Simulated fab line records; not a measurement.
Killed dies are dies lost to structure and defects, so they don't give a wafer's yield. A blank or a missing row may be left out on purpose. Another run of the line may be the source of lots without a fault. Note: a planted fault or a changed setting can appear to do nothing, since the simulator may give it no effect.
The tool behind it: which one? :: flow nand harc :: 13 lots with 37 wafers sampled at 6 steps, on a route of 1159 steps

## WHAT EACH GAUGE READ, for each wafer
NHARC_A_SOURCE_PLATE_THK_MEAS_09: measures by ellipsometry.
lot: L175
measured: day 7 01:16
on: film metro-02
thk nm (nm): 8.2 11.2 8.9

lot: L177
measured: day 7 06:38
on: film metro-02
thk nm (nm): 9.6 8.4 7.6

lot: L178
measured: day 7 23:45
on: film metro-01
thk nm (nm): 9.4 9.0 8.7

lot: L179
measured: day 7 23:46
on: film metro-02
thk nm (nm): 9.0 10.8 9.2

lot: L181
measured: day 8 13:38
on: film metro-02
thk nm (nm): 9.2 9.0 9.8

lot: L182
measured: day 9 05:31
on: film metro-01
thk nm (nm): 10.2 10.9 11.2

lot: L184
measured: day 9 05:32
on: film metro-01
thk nm (nm): 7.2

lot: L188
measured: day 10 02:16
on: film metro-01
thk nm (nm): 9.2 9.5 9.3

lot: L191
measured: day 11 02:19
on: film metro-02
thk nm (nm): 9.1 10.6 10.7

lot: L195
measured: day 11 15:54
on: film metro-01
thk nm (nm): 8.7 8.0 11.1

lot: L196
measured: day 12 02:48
on: film metro-02
thk nm (nm): 9.5 9.6 10.1

lot: L193
measured: day 12 02:48
on: film metro-01
thk nm (nm): 8.6 7.8 8.4

lot: L197
measured: day 12 08:56
on: film metro-01
thk nm (nm): 12.1 9.1 7.7

NHARC_A_ONON_D1_THK_MEAS_05: measures by ellipsometry.
lot: L175
measured: day 7 15:22
on: film metro-02
thk nm (nm): 1007 1010 1010

lot: L177
measured: day 7 20:42
on: film metro-02
thk nm (nm): 1002 1002 1003

lot: L178
measured: day 8 13:50
on: film metro-01
thk nm (nm): 999 997 999

lot: L179
measured: day 8 13:50
on: film metro-02
thk nm (nm): 998 998 997

lot: L181
measured: day 9 10:15
on: film metro-02
thk nm (nm): 1004 1003 1003

lot: L182
measured: day 9 19:55
on: film metro-02
thk nm (nm): 992 994 996

lot: L184
measured: day 9 19:55
on: film metro-02
thk nm (nm): 1017

lot: L188
measured: day 10 16:34
on: film metro-02
thk nm (nm): 996 998 997

lot: L191
measured: day 11 16:50
on: film metro-02
thk nm (nm): 1008 1008 1007

lot: L195
measured: day 12 07:40
on: film metro-02
thk nm (nm): 986 985 984

lot: L196
measured: day 12 17:20
on: film metro-01
thk nm (nm): 1015 1014 1015

lot: L193
measured: day 12 17:11
on: film metro-01
thk nm (nm): 977 977 976

lot: L197
measured: day 12 23:31
on: film metro-01
thk nm (nm): 998 995 995

NHARC_A_CHANNEL_HOLE_D1_INSPECT_40.
lot: L175
measured: day 8 16:11
on: defect inspect-02
raw defect count: 81 78 86

lot: L177
measured: day 8 22:00
on: defect inspect-01
raw defect count: 51 36 66

lot: L178
measured: day 9 15:46
on: defect inspect-02
raw defect count: 61 44 40

lot: L179
measured: day 9 14:49
on: defect inspect-01
raw defect count: 48 59 59

lot: L181
measured: day 10 09:54
on: defect inspect-01
raw defect count: 38 64 44

lot: L182
measured: day 10 23:49
on: defect inspect-02
raw defect count: 38 64 54

lot: L184
measured: day 10 22:10
on: defect inspect-01
raw defect count: 1181 1157

lot: L188
measured: day 11 15:52
on: defect inspect-01
raw defect count: 84 73 1343 81 65 1337

lot: L191
measured: day 12 14:25
on: defect inspect-01
raw defect count: 66 52 71

lot: L195
measured: day 13 05:13
on: defect inspect-02
raw defect count: 78 89 69

lot: L196
measured: day 13 18:47
on: defect inspect-01
raw defect count: 98 96 72

lot: L193
measured: day 13 14:40
on: defect inspect-01
raw defect count: 78 81 74

lot: L197
measured: day 14 01:07
on: defect inspect-01
raw defect count: 75 55 52

NHARC_END_SORT_01.
lot: L184
measured: day 24 19:25
on: prober-01
killed at array: 70
killed at other: 1
killed at periphery: 4
killed dies: 75
killed open: 2
killed short: 2

lot: L188
measured: day 25 03:07
on: prober-01
killed at array: 23 30 71
killed at other: 1 0 1
killed at periphery: 1 0 0
killed dies: 25 30 72
killed open: 3 5 3
killed short: 2 1 3

## WHICH TOOL RAN EACH LOT (tool, then ch and the chambers of the sampled wafers, then the start)
lot: L175
NHARC_A_CHANNEL_HOLE_D1_DEP_00: acl dep-01 ch 0, day 8 06:24
NHARC_A_CHANNEL_HOLE_D1_STRIP_27: rie diel-05 ch 0,1,2, day 8 15:15

lot: L177
NHARC_A_CHANNEL_HOLE_D1_DEP_00: acl dep-01 ch 0, day 8 12:14
NHARC_A_CHANNEL_HOLE_D1_STRIP_27: rie diel-05 ch 1,2, day 8 21:06

lot: L178
NHARC_A_CHANNEL_HOLE_D1_DEP_00: acl dep-01 ch 0, day 9 06:10
NHARC_A_CHANNEL_HOLE_D1_STRIP_27: rie diel-09 ch 0,1, day 9 14:46

lot: L179
NHARC_A_CHANNEL_HOLE_D1_DEP_00: acl dep-03 ch 0, day 9 05:13
NHARC_A_CHANNEL_HOLE_D1_STRIP_27: rie diel-05 ch 2,3, day 9 13:55

lot: L181
NHARC_A_CHANNEL_HOLE_D1_DEP_00: acl dep-03 ch 0, day 9 23:57
NHARC_A_CHANNEL_HOLE_D1_STRIP_27: rie diel-05 ch 1,3, day 10 09:02

lot: L182
NHARC_A_CHANNEL_HOLE_D1_DEP_00: acl dep-01 ch 0, day 10 14:53
NHARC_A_CHANNEL_HOLE_D1_STRIP_27: rie diel-09 ch 0,3, day 10 22:57

lot: L184
NHARC_A_CHANNEL_HOLE_D1_DEP_00: acl dep-02 ch 0, day 10 12:25
NHARC_A_CHANNEL_HOLE_D1_STRIP_27: rie diel-05 ch 0, day 10 21:13

lot: L188
NHARC_A_CHANNEL_HOLE_D1_DEP_00: acl dep-03 ch 0, day 11 06:10
NHARC_A_CHANNEL_HOLE_D1_STRIP_27: rie diel-05 ch 0,2,3, day 11 14:59

lot: L191
NHARC_A_CHANNEL_HOLE_D1_DEP_00: acl dep-03 ch 0, day 12 04:30
NHARC_A_CHANNEL_HOLE_D1_STRIP_27: rie diel-09 ch 0,3, day 12 13:35

lot: L195
NHARC_A_CHANNEL_HOLE_D1_DEP_00: acl dep-01 ch 0, day 12 19:35
NHARC_A_CHANNEL_HOLE_D1_STRIP_27: rie diel-09 ch 0,1,2, day 13 04:25

lot: L196
NHARC_A_CHANNEL_HOLE_D1_DEP_00: acl dep-03 ch 0, day 13 08:34
NHARC_A_CHANNEL_HOLE_D1_STRIP_27: rie diel-06 ch 0,1,3, day 13 17:55

lot: L193
NHARC_A_CHANNEL_HOLE_D1_DEP_00: acl dep-03 ch 0, day 13 05:13
NHARC_A_CHANNEL_HOLE_D1_STRIP_27: rie diel-06 ch 1,2, day 13 13:46

lot: L197
NHARC_A_CHANNEL_HOLE_D1_DEP_00: acl dep-02 ch 0, day 13 15:26
NHARC_A_CHANNEL_HOLE_D1_STRIP_27: rie diel-09 ch 1,2,3, day 14 00:19
- NHARC_A_CHANNEL_HOLE_D1_DEP_00: deposits aC, target thk 3100 nm.
- NHARC_A_CHANNEL_HOLE_D1_STRIP_27: strips in O2.

## AS READ BY THE TOOLS THEMSELVES (means over the sampled wafers that have a number; for cases with no such wafer, the mark the record gives instead)
NHARC_A_CHANNEL_HOLE_D1_DEP_00.
lot: L175
tool: acl dep-01
throttle valve pct (%): 34.999

lot: L177
tool: acl dep-01
throttle valve pct (%): 35.011

lot: L178
tool: acl dep-01
throttle valve pct (%): 35.003

lot: L179
tool: acl dep-03
throttle valve pct (%): 35.004

lot: L181
tool: acl dep-03
throttle valve pct (%): 35.001

lot: L182
tool: acl dep-01
throttle valve pct (%): 34.998

lot: L184
tool: acl dep-02
throttle valve pct (%): 34.989

lot: L188
tool: acl dep-03
throttle valve pct (%): 34.998

lot: L191
tool: acl dep-03
throttle valve pct (%): 34.997

lot: L195
tool: acl dep-01
throttle valve pct (%): 34.999

lot: L196
tool: acl dep-03
throttle valve pct (%): 34.991

lot: L193
tool: acl dep-03
throttle valve pct (%): 35.004

lot: L197
tool: acl dep-02
throttle valve pct (%): 35.004

NHARC_A_CHANNEL_HOLE_D1_STRIP_27.
lot: L175
tool: rie diel-05
drypump motor current A (A): 6.1
o2 flow sccm (sccm): 500.1
oes product au (a.u.): 1.010
rf vpp V (V): 57.8
showerhead plenum p Torr (Torr): 3.57
throttle valve pct (%): 17.028

lot: L177
tool: rie diel-05
drypump motor current A (A): 6.4
o2 flow sccm (sccm): 500.9
oes product au (a.u.): 1.001
rf vpp V (V): 57.1
showerhead plenum p Torr (Torr): 3.67
throttle valve pct (%): 17.040

lot: L178
tool: rie diel-09
drypump motor current A (A): 6.2
o2 flow sccm (sccm): 500.7
oes product au (a.u.): 0.988
rf vpp V (V): 58.4
showerhead plenum p Torr (Torr): 3.66
throttle valve pct (%): 17.042

lot: L179
tool: rie diel-05
drypump motor current A (A): 5.4
o2 flow sccm (sccm): 498.8
oes product au (a.u.): 1.008
rf vpp V (V): 57.8
showerhead plenum p Torr (Torr): 3.67
throttle valve pct (%): 17.039

lot: L181
tool: rie diel-05
drypump motor current A (A): 5.4
o2 flow sccm (sccm): 498.6
oes product au (a.u.): 0.999
rf vpp V (V): 58.4
showerhead plenum p Torr (Torr): 3.69
throttle valve pct (%): 17.038

lot: L182
tool: rie diel-09
drypump motor current A (A): 5.4
o2 flow sccm (sccm): 499.3
oes product au (a.u.): 0.996
rf vpp V (V): 58.1
showerhead plenum p Torr (Torr): 3.69
throttle valve pct (%): 17.032

lot: L184
tool: rie diel-05
drypump motor current A (A): 5.6
o2 flow sccm (sccm): 502.6
oes product au (a.u.): 1.010
rf vpp V (V): 56.3
showerhead plenum p Torr (Torr): 3.35
throttle valve pct (%): 17.033

lot: L188
tool: rie diel-05
drypump motor current A (A): 5.6
o2 flow sccm (sccm): 500.2
oes product au (a.u.): 1.008
rf vpp V (V): 57.6
showerhead plenum p Torr (Torr): 3.56
throttle valve pct (%): 17.039

lot: L191
tool: rie diel-09
drypump motor current A (A): 5.4
o2 flow sccm (sccm): 499.0
oes product au (a.u.): 0.985
rf vpp V (V): 58.4
showerhead plenum p Torr (Torr): 3.70
throttle valve pct (%): 17.043

lot: L195
tool: rie diel-09
drypump motor current A (A): 6.0
o2 flow sccm (sccm): 499.2
oes product au (a.u.): 0.991
rf vpp V (V): 58.0
showerhead plenum p Torr (Torr): 3.68
throttle valve pct (%): 17.026

lot: L196
tool: rie diel-06
drypump motor current A (A): 6.1
o2 flow sccm (sccm): 500.1
oes product au (a.u.): 1.002
rf vpp V (V): 57.7
showerhead plenum p Torr (Torr): 3.40
throttle valve pct (%): 17.036

lot: L193
tool: rie diel-06
drypump motor current A (A): 5.9
o2 flow sccm (sccm): 499.6
oes product au (a.u.): 0.999
rf vpp V (V): 57.0
showerhead plenum p Torr (Torr): 3.38
throttle valve pct (%): 17.040

lot: L197
tool: rie diel-09
drypump motor current A (A): 6.1
o2 flow sccm (sccm): 500.6
oes product au (a.u.): 0.988
rf vpp V (V): 57.7
showerhead plenum p Torr (Torr): 3.69
throttle valve pct (%): 17.035

## THE ANSWER, worked out from the rows above alone
Rule: what is usual is taken from the lots themselves. Put in order of their means at a reading, lots are off if they are a third of the lots or fewer, leave a main group of 4 or more, and stand apart from it by a gap of 3 or more times the standard deviation of the main group's means; of several such gaps the widest counts. A main group is skipped when, at the precision printed for the reading in the tables above, its means are all equal. Also off: a lot with no number at a reading for which 4 or more lots have one. Any other lot the step has rows for is counted as sound. The gauges are gone through in route order, then the tools' own readings, and for those a lot's mean is taken as printed above. The first step at which some lot is off is used, and at that step the reading that is off furthest; a lot without a number counts as furthest.
Off at NHARC_A_CHANNEL_HOLE_D1_INSPECT_40 (raw defect count): L184, L188. The main group has a mean of 64 with a standard deviation of 14.
If a tool, at a process step before that reading, ran all the lots that are off and no sound lot after the first of them, it fits. The gauges at NHARC_A_CHANNEL_HOLE_D1_INSPECT_40 are tried like those tools. One fits: NHARC_A_CHANNEL_HOLE_D1_STRIP_27 on rie diel-05. Its last sound lot is L181 (day 10 09:02), its first lot that is off L184 (day 10 21:13): a fault that began between those two fits.

## WHAT WAS PUT IN BY THE SIMULATOR
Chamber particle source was rie diel-05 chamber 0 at NHARC_A_CHANNEL_HOLE_D1_STRIP_27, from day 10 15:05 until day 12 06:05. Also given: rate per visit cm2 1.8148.
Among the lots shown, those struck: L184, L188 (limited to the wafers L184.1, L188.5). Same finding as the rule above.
